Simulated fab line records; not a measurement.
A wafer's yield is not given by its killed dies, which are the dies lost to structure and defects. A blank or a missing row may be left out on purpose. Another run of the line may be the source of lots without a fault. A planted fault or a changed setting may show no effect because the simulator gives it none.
What tool caused it? / flow nand-harc / Sampling: 7 lots, 21 wafers, 5 of 1302 route steps

WHAT EACH GAUGE READ, for each wafer
NHARC_END_SORT_01.
lot=L637; measured=day 32 21:43; on=prober-02; killed-short=3 3 1

EACH LOT AND THE TOOL THAT RAN IT (in order: tool; ch and the chambers of the sampled wafers; start)
lot=L619; NHARC_P_CONTACT_DEP_00=pecvd-04 ch 0,2, day 6 20:55; NHARC_THIN_TSV_PRE_CLEAN_50=pvd-sputter-02, day 25 02:52 or earlier; NHARC_THIN_TSV_PVD_19=pvd-sputter-02, day 25 02:52 or earlier; NHARC_THIN_TSV_DEGAS_53=pvd-sputter-01, day 25 02:52
lot=L622; NHARC_P_CONTACT_DEP_00=pecvd-03 ch 0,1,2, day 8 00:17; NHARC_THIN_TSV_PRE_CLEAN_50=pvd-sputter-02, day 26 11:25 or earlier; NHARC_THIN_TSV_PVD_19=pvd-sputter-02, day 26 11:25 or earlier; NHARC_THIN_TSV_DEGAS_53=pvd-sputter-01, day 26 11:25
lot=L625; NHARC_P_CONTACT_DEP_00=pecvd-04 ch 0,1,2, day 9 04:55; NHARC_THIN_TSV_PRE_CLEAN_50=pvd-sputter-01, day 27 20:12 or earlier; NHARC_THIN_TSV_PVD_19=pvd-sputter-01, day 27 20:12 or earlier; NHARC_THIN_TSV_DEGAS_53=pvd-sputter-01, day 27 20:12
lot=L629; NHARC_P_CONTACT_DEP_00=pecvd-03 ch 1,2, day 10 22:56; NHARC_THIN_TSV_PRE_CLEAN_50=pvd-sputter-01, day 28 21:01 or earlier; NHARC_THIN_TSV_PVD_19=pvd-sputter-01, day 28 21:01 or earlier; NHARC_THIN_TSV_DEGAS_53=pvd-sputter-01, day 28 21:01
lot=L633; NHARC_P_CONTACT_DEP_00=pecvd-03 ch 0,1,2, day 12 16:51; NHARC_THIN_TSV_PRE_CLEAN_50=pvd-sputter-02, day 30 04:29 or earlier; NHARC_THIN_TSV_PVD_19=pvd-sputter-02, day 30 04:29 or earlier; NHARC_THIN_TSV_DEGAS_53=pvd-sputter-01, day 30 04:29
lot=L637; NHARC_P_CONTACT_DEP_00=pecvd-03 ch 1,2, day 14 07:50; NHARC_THIN_TSV_PRE_CLEAN_50=pvd-sputter-01, day 32 08:44 or earlier; NHARC_THIN_TSV_PVD_19=pvd-sputter-01, day 32 08:44 or earlier; NHARC_THIN_TSV_DEGAS_53=pvd-sputter-03, day 32 08:44
lot=L640; NHARC_P_CONTACT_DEP_00=pecvd-01 ch 0,1,2, day 15 07:05; NHARC_THIN_TSV_PRE_CLEAN_50=pvd-sputter-03, day 33 08:37 or earlier; NHARC_THIN_TSV_PVD_19=pvd-sputter-03, day 33 08:37 or earlier; NHARC_THIN_TSV_DEGAS_53=pvd-sputter-02, day 33 08:37
- NHARC_P_CONTACT_DEP_00: deposits SiO2, target thk 500 nm.
- NHARC_THIN_TSV_PRE_CLEAN_50: time 30 s.
- NHARC_THIN_TSV_PVD_19: deposits TaN, target thk 20 nm.
- NHARC_THIN_TSV_DEGAS_53: time 60 s.

THE ANSWER, worked out from the rows above alone
Rule: the usual values come from the lots themselves. The widest of any qualifying gaps counts: lots, ordered by their means at a reading, are off when they make up no more than a third of the lots, leave a main group of 4 or more, and stand apart from it by 3 or more times the standard deviation of that group's means. A main group whose means are all the same, to the digits that the tables above print for the reading, isn't used. Also off: a lot with no number at a reading for which 4 or more lots have one. Where the step has rows for the other lots, those lots are counted as sound.
Nothing can be told from this: no lot is off at any reading shown.

WHAT HAD BEEN PUT IN BY THE SIMULATOR
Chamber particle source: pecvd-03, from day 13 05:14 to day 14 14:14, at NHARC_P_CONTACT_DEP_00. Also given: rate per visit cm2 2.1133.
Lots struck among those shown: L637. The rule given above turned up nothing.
